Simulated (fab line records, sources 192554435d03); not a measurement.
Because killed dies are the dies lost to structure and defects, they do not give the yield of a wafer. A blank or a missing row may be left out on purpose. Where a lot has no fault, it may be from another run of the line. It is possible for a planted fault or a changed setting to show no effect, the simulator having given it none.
Matching of chambers || flow n5_finfet || N5_HKMG_FIN_NWFM_ALD_20 on ald_metal-04: 4 sister chambers
The step deposits TiAlC, target thk 2 nm, pulse time 3 s, purge time 2 s. 7 wafers are shown with their chamber, then 8 later ones without.

== EACH WAFER AND ITS CHAMBER ==
{"wafer": "L075.5", "chamber": 1, "heater_power_w (W)": 541, "precursor_pulse_height_rel": 1.001}
{"wafer": "L075.6", "chamber": 2, "heater_power_w (W)": 494, "precursor_pulse_height_rel": 0.947}
{"wafer": "L076.3", "chamber": 1, "heater_power_w (W)": 554, "precursor_pulse_height_rel": 1.022}
{"wafer": "L087.1", "chamber": 0, "heater_power_w (W)": 539, "precursor_pulse_height_rel": 0.997}
{"wafer": "L087.4", "chamber": 3, "heater_power_w (W)": 439, "precursor_pulse_height_rel": 1.004}
{"wafer": "L087.5", "chamber": 0, "heater_power_w (W)": 539, "precursor_pulse_height_rel": 1.005}
{"wafer": "L088.2", "chamber": 3, "heater_power_w (W)": 452, "precursor_pulse_height_rel": 0.978}

== WAFERS WITH NO CHAMBER GIVEN ==
{"wafer": "L088.4", "heater_power_w (W)": 544, "precursor_pulse_height_rel": 0.984}
{"wafer": "L088.6", "heater_power_w (W)": 544, "precursor_pulse_height_rel": 0.995}
{"wafer": "L092.3", "heater_power_w (W)": 498, "precursor_pulse_height_rel": 1.010}
{"wafer": "L092.4", "heater_power_w (W)": 444, "precursor_pulse_height_rel": 0.998}
{"wafer": "L092.5", "heater_power_w (W)": 547, "precursor_pulse_height_rel": 0.987}
{"wafer": "L094.1", "heater_power_w (W)": 544, "precursor_pulse_height_rel": 1.006}
{"wafer": "L094.2", "heater_power_w (W)": 437, "precursor_pulse_height_rel": 1.003}
{"wafer": "L094.4", "heater_power_w (W)": 497, "precursor_pulse_height_rel": 0.994}

== WHICH CHAMBER EACH WENT THROUGH ==
{"wafer": "L088.4", "from the rows above": "can't be placed: 0 or 1", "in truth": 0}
{"wafer": "L088.6", "from the rows above": "can't be placed: 0 or 1", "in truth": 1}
{"wafer": "L092.3", "from the rows above": "can't be placed: 2 or 0", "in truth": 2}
{"wafer": "L092.4", "from the rows above": 3, "in truth": 3}
{"wafer": "L092.5", "from the rows above": "can't be placed: 0 or 1", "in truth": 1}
{"wafer": "L094.1", "from the rows above": "can't be placed: 1 or 0", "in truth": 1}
{"wafer": "L094.2", "from the rows above": 3, "in truth": 3}
{"wafer": "L094.4", "from the rows above": 2, "in truth": 2}
Correctly placed: 3 of 8. Not placeable from these rows: 5 (in 5, the candidates include the true chamber). Number placed wrongly: 0.
How it was worked out, from the rows above alone: a wafer's distance from a chamber is the root of the sum, over the readings, of the square of ((its reading less the chamber's mean) divided by the reading's scatter). The wafer belongs to the nearest chamber; if the next one is less than 2 further off, it can't be placed. For every chamber, the mean is computed from those of its wafers that are shown. How the scatter is found: for the shown wafers, subtract from each reading the mean of its chamber, square and add these, divide the total by (wafers less chambers), then take the root.
